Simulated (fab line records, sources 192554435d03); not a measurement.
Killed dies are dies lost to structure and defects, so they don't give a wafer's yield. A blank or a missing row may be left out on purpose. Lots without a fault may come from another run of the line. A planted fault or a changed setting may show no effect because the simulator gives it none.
Chamber matching | flow n5_finfet | N5_BEOL_M9_STRIP_67 on rie_diel-05: 4 sister chambers
The step strips in CF4. 4 wafers are shown with their chamber, then 11 later ones without.

WAFERS WITH THEIR CHAMBER
wafer  | chamber | showerhead_plenum_p_Torr (Torr)
L085.3 | 0       | 1.77
L085.6 | 1       | 1.77
L088.4 | 3       | 1.70
L091.1 | 2       | 1.88

WAFERS WITHOUT THEIR CHAMBER
wafer  | showerhead_plenum_p_Torr (Torr)
L091.4 | 1.77
L091.5 | 1.88
L092.1 | 1.70
L092.2 | 1.88
L092.5 | 1.88
L093.1 | 1.70
L093.3 | 1.77
L093.4 | 1.76
L096.1 | 1.76
L096.4 | 1.70
L096.5 | 1.70

WHICH CHAMBER EACH WENT THROUGH
wafer  | from the rows above     | in truth
L091.4 | can't be placed: 0 or 1 | 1
L091.5 | 2                       | 2
L092.1 | 3                       | 3
L092.2 | 2                       | 2
L092.5 | 2                       | 2
L093.1 | 3                       | 3
L093.3 | can't be placed: 0 or 1 | 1
L093.4 | can't be placed: 0 or 1 | 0
L096.1 | can't be placed: 0 or 1 | 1
L096.4 | 3                       | 3
L096.5 | 3                       | 3
Placed correctly: 7 of 11. Can't be placed from these rows: 4 (the true chamber is among the candidates in 4). Placed wrongly: 0.
How it was worked out, from the rows above alone: a wafer's distance from a chamber is the root of the sum, over the readings, of the square of ((its reading less the chamber's mean) divided by the reading's scatter). The wafer belongs to the nearest chamber; if the next one is less than 2 further off, it can't be placed. A chamber's mean is the mean of its shown wafers. The scatter: with one shown wafer a chamber, the root of the mean of the squares of how far each hidden wafer lies from its nearest shown one.
